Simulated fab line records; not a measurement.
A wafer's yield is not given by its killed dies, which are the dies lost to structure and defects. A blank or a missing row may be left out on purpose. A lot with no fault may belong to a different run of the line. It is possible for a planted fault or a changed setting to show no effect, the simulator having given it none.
Comparing a struck lot with a sound one | flow n5_finfet | 15 out of 1938 route steps
Sound: these wafers, L653.2, L653.4, L653.6. Struck: wafer L658.3 (left out: L658.1, a lot-mate that was not struck); the cause follows at the end.
At each step with rows: each side's tool, then ch and its chambers, then its first start. Under that, the readings that differ: sound wafers | struck wafers | difference of the means | sigmas: that difference in standard deviations of wafers without a fault.
alike: words and numbers the same on both sides, and readings whose means are apart by under 2 such deviations; not compared: readings that were withheld, readings missing a value for some wafer, numbers with overlapping values and no deviation given by the record, and bounds like >300 which may hide the same value.
Wherever a step has rows on one side only, a row that says differs or no value, or a row with sigmas, the two part there. Non-overlapping numbers with no deviation appear without sigmas and do not part them. Lack of a reading on every wafer of one side parts them only where that side has two or more wafers.

first, 4 steps without rows for these wafers: N5_DUMMY_GATE_STRIP_38 (strips in N2/H2); N5_DUMMY_GATE_STRIP_39 (strips in N2/H2); N5_DUMMY_GATE_TRIM_49 (chemistry O2, time 29 s, target cd 14 nm); N5_DUMMY_GATE_STRIP_40 (strips in CF4).
N5_DUMMY_GATE_CD_MEAS_50: the cd target is 14 nm.
  sound on cd_sem-03, day 5 07:56; struck on cd_sem-01, day 6 10:36
  alike: cd_nm
N5_DUMMY_GATE_ETCH_31: etches SiO2 in C4F6/O2, target depth 82.5 nm, time 27.5 s.
  sound on rie_diel-02 ch 0,1,2, day 5 07:59; struck on rie_diel-02 ch 1, day 6 10:38
  alike: drypump_motor_current_A, oes_ar_750_au, oes_f_703_au, oes_product_au, rf_vpp_V, showerhead_plenum_p_Torr, throttle_valve_pct
  not compared: rf_hours_counter_h
N5_DUMMY_GATE_STRIP_41: strips in O2.
  sound on rie_diel-02 ch 0,1,2, day 5 08:02; struck on rie_diel-02 ch 1, day 6 10:41
  reading      | sound       | struck | difference | sigmas
  rf_vpp_V (V) | 2.8 3.5 3.1 | 4.5    | +1.4       | +3
  alike: drypump_motor_current_A, oes_product_au, showerhead_plenum_p_Torr, throttle_valve_pct
  not compared: rf_hours_counter_h
then, 1 step without rows for these wafers: N5_DUMMY_GATE_HM_OPEN_21 (chemistry CH3F/O2, target SiNx, target depth 120 nm, time 171.4 s).
N5_DUMMY_GATE_ETCH_32: etches SiO2 in CF4, target depth 3.5 nm, time 3.9 s.
  sound on rie_si-05 ch 0,2,3, day 5 08:14; struck on rie_si-05 ch 2, day 6 10:53
  alike: drypump_motor_current_A, oes_product_au, throttle_valve_pct
  not compared: rf_hours_counter_h
N5_DUMMY_GATE_ETCH_23: etches poly-Si in HBr/Cl2/O2, target depth 41 nm, time 22.3 s.
  sound on rie_si-05 ch 0,2,3, day 5 08:16; struck on rie_si-05 ch 2, day 6 10:55
  alike: drypump_motor_current_A, oes_product_au, throttle_valve_pct
  not compared: rf_hours_counter_h
then, 1 step without rows for these wafers: N5_DUMMY_GATE_ETCH_44 (etches poly-Si in HBr/O2, stops on SiO2, target depth 127.5 nm).
N5_DUMMY_GATE_CD_MEAS_24: the cd target is 15 nm.
  sound on cd_sem-02, day 5 08:26; struck on cd_sem-02, day 6 11:05
  alike: cd_nm
N5_DUMMY_GATE_ETCH_42: etches SiO2 in CHF3/O2, target depth 3.5 nm, time 31 s.
  sound on rie_diel-02 ch 2,3, day 5 08:29; struck on rie_diel-02 ch 2, day 6 11:08
  reading                  | sound             | struck | difference | sigmas
  oes_product_au (a.u.)    | 0.68 0.82 0.68    | 1.15   | +0.42      | +5
  model.etch.depth_nm (nm) | 3.368 3.439 3.338 | 5.708  | +2.326     |
  alike: drypump_motor_current_A, oes_ar_750_au, oes_f_703_au, rf_vpp_V, showerhead_plenum_p_Torr, throttle_valve_pct
  not compared: rf_hours_counter_h
N5_DUMMY_GATE_STRIP_48: strips in N2/H2, time 20 s.
  sound on rie_diel-02 ch 2,3, day 5 08:32; struck on rie_diel-02 ch 2, day 6 11:11
  alike: bias_power_w, drypump_motor_current_A, oes_product_au, rf_vpp_V, showerhead_plenum_p_Torr, throttle_valve_pct
  not compared: rf_hours_counter_h
-- the record jumps here: 5 days lie between the struck wafers' starts before and after (it left off in module DUMMY_GATE and takes up again in module BEOL_M4, whose first step shown is number 1111 of the route) --
N5_BEOL_M4_RC_MEAS_101:
  sound on prober-01 ch 0, day 10 16:23; struck on prober-01 ch 0, day 11 13:44
  alike: DIBL_N, DIBL_P, IOFF_N, IOFF_P, ION_N, ION_P, SS_N, SS_P, VT_N, VT_P

WHERE THEY PART
Last at N5_DUMMY_GATE_ETCH_42 as far as this record goes, first at N5_DUMMY_GATE_STRIP_41. Later steps at which nothing parts them and some readings are alike: N5_DUMMY_GATE_STRIP_48, N5_BEOL_M4_RC_MEAS_101.

WHY: the cause the simulator had injected
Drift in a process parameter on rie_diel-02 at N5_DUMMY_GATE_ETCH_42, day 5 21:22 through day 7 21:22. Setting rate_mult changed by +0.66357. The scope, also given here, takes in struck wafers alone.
